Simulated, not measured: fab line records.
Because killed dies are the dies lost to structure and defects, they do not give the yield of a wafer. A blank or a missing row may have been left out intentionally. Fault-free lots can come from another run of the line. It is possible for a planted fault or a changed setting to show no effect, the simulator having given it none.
fab line records    flow nand-harc
record lots=6  wafers=18  last-day=33
route steps=1302 shown P_M1@297
lots with no fault: from the same line, run without faults
start-h: hours from the record's opening day to when the first of the lot's shown wafers began    wait-h: how many hours have passed since the lot's step before this one    " the same as in the row above    L1.1+2: one row covering several wafers at once    - no value, or no start was given    * or withheld: withheld    < > ~ a bound
route shown NAME@n: NAME is a module with steps in the file, n the number in the route of the first one    usual: average and standard deviation across the fault-free wafers    same: alike in all rows    chamber/n: place in a boat    sites: per-site readings    _std_site: standard deviation of those values    _edge_site: mean of outer sites minus mean of inner sites    radius-mm: for every site, how far away it sits from the centre of the wafer    mask NAME#n: copy n    behind: the tool/chamber that last shaped the wafer    hold: why the lot went on hold/how many hours it stayed there/how the hold came to an end    device: whichever transistor did not switch (one of n, p or np)    end of line: the tests these same wafers got at the end of their route    a step given without rows: its recipe and nothing more    killed: dies lost to structure and defects at the first sort, not the wafer's yield    map: per-die view of a wafer (x killed, . not killed, _ where there is no die)
set.NAME: the setting as run; set.NAME@STEP: as run at that earlier step    model.NAME: the simulator's own value behind a step, which no gauge read
lots seen at some steps along the route; tables by step, rows by wafer
services: the hour from which a tool's chamber was out of use, counted from the record's first day as start-h (under 0 if before that day), plus the number of hours and why
## steps
# step NHARC_P_M1_INSPECT_11
# usual raw-defect-count=4.5/2.9
lot.wafer  tool               chamber  start-h  wait-h  raw-defect-count
L348.2     defect-inspect-02  -        141.02   0.0     9
L348.3     "                  -        "        "       7
L348.5     "                  -        "        "       4
L353.1     defect-inspect-02  -        202.47   0.0     3
L353.3     "                  -        "        "       3
L353.4     "                  -        "        "       4
L354.3     defect-inspect-02  -        206.98   0.0     0
L354.4     "                  -        "        "       3
L354.5     "                  -        "        "       2
L359.1     defect-inspect-01  -        273.46   0.0     4
L359.4     "                  -        "        "       7
L359.6     "                  -        "        "       6
L364.2     defect-inspect-02  -        304.64   0.0     3
L364.4     "                  -        "        "       4
L364.5     "                  -        "        "       6
L367.2     defect-inspect-02  -        332.59   0.0     7
L367.4     "                  -        "        "       7
L367.6     "                  -        "        "       8
# step NHARC_P_M1_DESCUM_14
# recipe time-s=3  o2-flow-sccm=200  ar-flow-sccm=0  bias-power-w=0  chemistry=O2
# step NHARC_P_M1_ETCH_35
# recipe target-depth-a=400  overetch-a=120  time-s=43.94  ion-energy-ev=200  n2-flow-sccm=150  h2-flow-sccm=150  ar-flow-sccm=0  rf-w=400  bias-w=150  chemistry=N2/H2
# step NHARC_P_M1_ETCH_15
# recipe target-depth-a=1825  time-s=91.2  c4f8-flow-sccm=withheld  ar-flow-sccm=400  rf-w=600  bias-w=300  chemistry=C4F8/Ar
# step NHARC_P_M1_CD_MEAS_16
# usual cd-nm=130.1/0.61
lot.wafer  tool       chamber  start-h  wait-h  cd-nm
L348.2     cd-sem-02  -        141.39   -       129.8
L348.3     "          -        "        "       129.9
L348.5     "          -        "        "       130.3
L353.1     cd-sem-03  -        202.89   -       130.0
L353.3     "          -        "        "       129.2
L353.4     "          -        "        "       130.4
L354.3     cd-sem-01  -        207.40   -       130.2
L354.4     "          -        "        "       129.6
L354.5     "          -        "        "       129.9
L359.1     cd-sem-02  -        273.88   -       130.7
L359.4     "          -        "        "       130.8
L359.6     "          -        "        "       130.2
L364.2     cd-sem-02  -        305.01   -       129.4
L364.4     "          -        "        "       130.9
L364.5     "          -        "        "       130.7
L367.2     cd-sem-01  -        332.96   -       130.0
L367.4     "          -        "        "       130.3
L367.6     "          -        "        "       129.7
# step NHARC_P_M1_STRIP_18
# recipe power-w=1000  n2-flow-sccm=150  h2-flow-sccm=150  ar-flow-sccm=0  bias-w=0  chemistry=N2/H2
# usual drypump-motor-current-A=5.7/0.31  n2-flow-sccm=150.0/0.45  oes-product-au=1.000/0.0076  rf-fwd-power-W=997.3/2.8  rf-vpp-V=90.4/1.1  showerhead-plenum-p-Torr=1.99/0.11  throttle-valve-pct=14.170/0.0091
# same bias-w=0
lot.wafer  tool         chamber  start-h  wait-h  drypump-motor-current-A  n2-flow-sccm  oes-product-au  rf-fwd-power-W  rf-hours-counter-h  rf-vpp-V  showerhead-plenum-p-Torr  throttle-valve-pct
L348.3     rie-diel-13  2        141.47   0.1     5.6                      149.9         0.989           998.1           12                  87.7      1.93                      14.177
L348.2     "            0        "        "       6.3                      150.4         1.000           1000.8          10                  89.2      1.94                      14.177
L348.5     "            2        "        "       5.6                      149.8         0.995           1001.7          -                   89.4      1.94                      14.169
L353.1     rie-diel-02  1        203.00   0.1     5.7                      149.9         0.998           999.4           49                  90.3      1.98                      14.166
L353.3     "            2        "        "       5.4                      150.0         0.990           1000.1          47                  88.2      1.93                      14.171
L353.4     "            3        "        "       5.4                      150.5         1.001           995.1           50                  89.3      2.04                      14.161
L354.3     rie-diel-13  1        207.47   0.1     5.1                      149.9         1.004           996.0           2                   92.0      2.00                      14.165
L354.4     "            2        "        "       5.6                      150.5         0.984           997.2           2                   90.0      1.93                      14.167
L354.5     "            1        "        "       5.1                      149.9         1.005           996.8           -                   90.8      2.00                      14.166
L359.4     rie-diel-13  3        273.95   0.1     5.4                      150.5         0.990           994.7           10                  90.6      2.14                      14.178
L359.1     "            2        "        "       5.6                      150.4         0.991           995.7           10                  90.0      1.93                      14.155
L359.6     "            3        "        "       5.4                      150.0         1.004           995.4           -                   91.1      2.14                      14.154
L364.2     rie-diel-05  0        305.10   0.1     5.8                      150.2         1.006           993.0           3                   89.0      1.91                      14.172
L364.4     "            2        "        "       5.9                      151.0         1.003           1001.1          3                   89.3      1.91                      14.158
L364.5     "            3        "        "       5.8                      149.3         0.995           1000.1          -                   92.7      2.20                      14.165
L367.4     rie-diel-05  3        333.06   0.1     5.8                      149.5         1.010           1001.6          4                   90.2      2.20                      14.178
L367.2     "            1        "        "       5.9                      149.9         1.007           995.6           5                   90.9      1.94                      14.173
L367.6     "            3        "        "       5.8                      149.9         1.002           995.2           -                   90.4      2.20                      14.169
# step NHARC_P_M1_ETCH_28
# recipe target-depth-a=300  over-etch-frac=0.3  time-s=72.99  ion-energy-ev=150  cf4-flow-sccm=50  n2-flow-sccm=100  ar-flow-sccm=150  rf-w=300  bias-w=100  chemistry=CF4/N2
# usual bias-w=100.02/0.28  drypump-motor-current-A=5.73/0.3  n2-flow-sccm=100.0/0.31  oes-product-au=0.999/0.0075  rf-fwd-power-W=297.7/1.1  rf-vpp-V=313.2/2.3  showerhead-plenum-p-Torr=2.57/0.13  throttle-valve-pct=19.795/0.0089
lot.wafer  tool         chamber  start-h  wait-h  bias-w  drypump-motor-current-A  n2-flow-sccm  oes-product-au  rf-fwd-power-W  rf-hours-counter-h  rf-vpp-V  showerhead-plenum-p-Torr  throttle-valve-pct
L348.3     rie-diel-13  3        -        -       100.10  5.40                     99.5          1.000           298.4           10                  316.5     2.75                      19.788
L348.2     "            1        "        "       100.10  5.04                     100.2         0.994           298.0           11                  312.3     2.58                      19.794
L348.5     "            2        "        "       100.10  5.63                     99.6          0.986           298.6           -                   313.1     2.50                      19.803
L353.3     rie-diel-02  2        -        -       99.59   5.42                     100.2         0.998           297.7           47                  311.6     2.50                      19.803
L353.1     "            3        "        "       100.04  5.36                     99.7          1.010           295.0           50                  313.7     2.62                      19.786
L353.4     "            0        "        "       99.90   4.89                     99.9          1.009           295.8           52                  309.8     2.45                      19.795
L354.3     rie-diel-13  3        -        -       99.49   5.42                     100.4         0.992           297.6           2                   315.3     2.74                      19.803
L354.4     "            0        "        "       100.26  6.28                     99.6          0.997           296.3           2                   311.4     2.51                      19.804
L354.5     "            3        "        "       99.37   5.39                     100.3         0.984           297.3           -                   315.9     2.74                      19.799
L359.1     rie-diel-13  3        -        -       100.38  5.39                     99.8          0.981           296.9           10                  316.5     2.74                      19.799
L359.4     "            1        "        "       99.54   5.06                     99.6          0.998           299.4           10                  312.3     2.58                      19.785
L359.6     "            0        "        "       99.63   6.27                     99.8          1.005           297.8           -                   311.7     2.51                      19.799
L364.2     rie-diel-05  3        -        -       100.24  5.82                     99.6          1.009           296.3           3                   317.3     2.82                      19.806
L364.4     "            0        "        "       99.96   5.73                     99.8          1.006           298.7           3                   311.2     2.47                      19.793
L364.5     "            2        "        "       99.92   5.89                     99.6          1.005           297.2           -                   310.8     2.47                      19.807
L367.4     rie-diel-05  0        -        -       100.11  5.76                     99.3          1.013           297.5           5                   310.3     2.47                      19.802
L367.2     "            2        "        "       99.65   5.91                     100.1         0.999           299.6           5                   310.9     2.47                      19.796
L367.6     "            1        "        "       100.24  5.85                     100.4         1.004           297.4           -                   311.9     2.51                      19.796
# step NHARC_P_M1_STRIP_19
# recipe time-s=600  temp-c=30  chemistry=post-etch-residue-remover
# step NHARC_P_M1_DEGAS_29
# recipe temp-c=250  time-s=60
# step NHARC_P_M1_PRE_CLEAN_30
# recipe time-s=30  temp-c=280  gas=H2/He
# step NHARC_P_M1_PVD_20
# recipe target-thk-a=50  bias-v=168.6  power-w=15000  chamber-pressure-pa=0.12  time-s=8.06  substrate-temp-c=50  material=TaN
# usual substrate-temp-c=49.99/0.11  throttle-valve-pct=30.2/0.99
lot.wafer  tool            chamber  start-h  wait-h  substrate-temp-c  throttle-valve-pct
L348.3     pvd-sputter-03  -        -        -       49.89             28.3
L348.2     "               -        "        "       50.13             29.5
L348.5     "               -        "        "       49.97             28.3
L353.1     pvd-sputter-02  -        -        -       49.95             29.9
L353.4     "               -        "        "       50.05             29.8
L353.3     "               -        "        "       49.86             30.7
L354.3     pvd-sputter-01  -        -        -       49.97             30.9
L354.4     "               -        "        "       50.06             32.2
L354.5     "               -        "        "       49.91             31.1
L359.1     pvd-sputter-02  -        -        -       49.90             30.2
L359.4     "               -        "        "       49.97             30.6
L359.6     "               -        "        "       49.99             30.0
L364.2     pvd-sputter-01  -        -        -       50.22             31.6
L364.4     "               -        "        "       50.13             29.1
L364.5     "               -        "        "       50.17             31.7
L367.4     pvd-sputter-01  -        -        -       49.90             29.9
L367.2     "               -        "        "       49.93             31.5
L367.6     "               -        "        "       49.93             29.6
# step NHARC_P_M1_PVD_21
# recipe target-thk-a=300  chamber-pressure-pa=5  power-w=5000  substrate-temp-c=30  time-s=20.49  material=Cu
# usual substrate-temp-c=30.01/0.11  throttle-valve-pct=30.3/1
lot.wafer  tool            chamber  start-h  wait-h  substrate-temp-c  throttle-valve-pct
L348.3     pvd-sputter-03  -        -        -       29.92             31.3
L348.2     "               -        "        "       29.94             31.0
L348.5     "               -        "        "       29.92             29.6
L353.4     pvd-sputter-02  -        -        -       30.06             29.7
L353.1     "               -        "        "       30.16             30.9
L353.3     "               -        "        "       30.10             30.0
L354.3     pvd-sputter-01  -        -        -       30.18             29.6
L354.4     "               -        "        "       30.21             28.6
L354.5     "               -        "        "       29.95             30.7
L359.4     pvd-sputter-02  -        -        -       30.00             30.6
L359.1     "               -        "        "       30.08             30.2
L359.6     "               -        "        "       29.86             30.8
L364.2     pvd-sputter-01  -        -        -       29.98             31.3
L364.4     "               -        "        "       30.07             29.7
L364.5     "               -        "        "       29.99             31.6
L367.4     pvd-sputter-01  -        -        -       29.90             29.6
L367.2     "               -        "        "       30.03             31.6
L367.6     "               -        "        "       30.10             31.5
# step NHARC_P_M1_ECD_22
# recipe target-thk-a=4000  bath-temp-c=25  material=Cu
lot.wafer   tool       chamber  start-h  wait-h
L348.2+3+5  ecd-cu-02  0,0,1    142.56   -
L353.1+3+4  ecd-cu-01  0,0,1    203.98   -
L354.3+4+5  ecd-cu-01  0,1,1    208.58   -
L359.1+4+6  ecd-cu-02  1,0,0    275.00   -
L364.2+4+5  ecd-cu-01  1        306.09   -
L367.2+4+6  ecd-cu-02  1,1,0    334.10   -
# step NHARC_P_M1_ANNEAL_31
# recipe temp-c=225  time-s=90
# usual wafer_temp_C_max=225.79/0.22
lot.wafer  tool           chamber  start-h  wait-h  wafer_temp_C_max
L348.2     rtp-anneal-02  0        142.94   0.3     225.78
L348.3     "              0        "        "       225.87
L348.5     "              0        "        "       225.99
L353.1     rtp-anneal-02  0        204.36   0.3     225.74
L353.3     "              0        "        "       225.80
L353.4     "              0        "        "       225.84
L354.3     rtp-anneal-02  0        208.96   -       225.56
L354.4     "              0        "        "       225.83
L354.5     "              0        "        "       226.25
L359.1     rtp-anneal-02  0        275.32   -       225.95
L359.4     "              0        "        "       225.78
L359.6     "              0        "        "       225.82
L364.2     rtp-anneal-01  0        306.51   -       225.76
L364.4     "              0        "        "       225.87
L364.5     "              0        "        "       225.37
L367.2     rtp-anneal-02  0        334.48   -       225.68
L367.4     "              0        "        "       225.74
L367.6     "              0        "        "       225.88
# step NHARC_P_M1_CMP_23
# recipe t-overpolish-s=20  target-thk-nm=157.82
# usual motor-current-A=12.2/1.4  pad-life-wafers=181/110  time-to-endpoint-s=29.0/2
lot.wafer  tool    chamber  start-h  wait-h  motor-current-A  pad-life-wafers  time-to-endpoint-s
L348.2     cmp-03  2        143.24   -       11.5             282              31.1
L348.3     "       3        "        "       14.4             283              28.7
L348.5     "       2        "        "       12.2             -                28.4
L353.4     cmp-01  0        204.70   -       13.5             54               36.4
L353.3     "       1        "        "       12.4             55               28.0
L353.1     "       3        "        "       13.0             57               40.8
L354.3     cmp-01  3        209.20   -       12.7             72               29.5
L354.4     "       1        "        "       12.6             74               36.1
L354.5     "       0        "        "       12.4             -                27.8
L359.1     cmp-04  2        275.66   -       13.4             198              28.4
L359.4     "       0        "        "       10.4             200              28.2
L359.6     "       2        "        "       13.5             -                26.1
L364.4     cmp-01  2        306.84   -       10.3             67               25.4
L364.2     "       0        "        "       12.4             69               28.1
L364.5     "       2        "        "       10.1             -                25.2
L367.4     cmp-03  1        334.80   -       13.7             277              29.3
L367.2     "       3        "        "       14.9             279              26.9
L367.6     "       1        "        "       12.9             -                25.3
# step NHARC_P_M1_THK_MEAS_24
# recipe thk-meas-gauge=xrf
# usual thk-nm=158.3/1.4
lot.wafer  tool           chamber  start-h  wait-h  thk-nm
L348.2     film-metro-01  -        143.56   -       160.1
L348.3     "              -        "        "       158.9
L348.5     "              -        "        "       155.8
L353.1     film-metro-01  -        205.02   -       157.4
L353.3     "              -        "        "       156.8
L353.4     "              -        "        "       159.1
L354.3     film-metro-02  -        209.52   -       159.0
L354.4     "              -        "        "       158.0
L354.5     "              -        "        "       156.8
L359.1     film-metro-01  -        275.97   -       158.1
L359.4     "              -        "        "       157.2
L359.6     "              -        "        "       157.4
L364.2     film-metro-01  -        307.12   -       159.7
L364.4     "              -        "        "       156.0
L364.5     "              -        "        "       158.1
L367.2     film-metro-01  -        335.09   -       158.7
L367.4     "              -        "        "       157.1
L367.6     "              -        "        "       158.7
## services
tool            chamber  start-h  hours  kind
pvd-sputter-01  -        121.61   4.5    repair
rie-diel-05     3        151.34   6.8    repair
pvd-sputter-02  -        155.73   2.6    repair
ecd-cu-01       -        160.00   8.0    pm
rie-diel-13     -        165.00   9.0    pm
cmp-01          -        185.50   4.0    pm
cmp-01          -        190.60   1.2    repair
ecd-cu-01       -        195.09   1.2    repair
rie-diel-05     3        197.69   20.2   repair
cmp-01          -        211.50   0.6    repair
pvd-sputter-02  -        217.49   0.7    repair
pvd-sputter-01  -        226.02   10.0   pm
rie-diel-05     -        229.60   9.0    pm
cmp-01          -        237.96   2.8    repair
ecd-cu-02       -        244.00   8.0    pm
rie-diel-13     2        261.36   6.1    repair
rie-diel-05     3        267.31   5.5    repair
cmp-01          -        274.64   2.4    repair
pvd-sputter-02  -        282.00   10.0   pm
cmp-01          -        283.50   4.0    pm
ecd-cu-01       -        300.51   1.6    repair
rie-diel-05     3        310.83   8.0    repair
rie-diel-13     2        313.72   8.4    repair
rie-diel-13     1        326.52   4.1    repair
## key
first-sign step=NHARC_P_M1_CMP_23  reading=time-to-endpoint-s  direction=up  sigmas=4.3  usual=*  struck=*
effect none on later readings
met-at NHARC_P_M1_ECD_22
struck-wafers L353.1,L353.4,L354.4
fault kind=process-parameter-drift  tool=ecd-cu-01  chamber=-  onset-h=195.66  steps=NHARC_P_M1_ECD_22  channel=target-thk-a  offset=*  shape=step  end-h=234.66  scope=struck-wafers-only  acts-in=*  stated=*
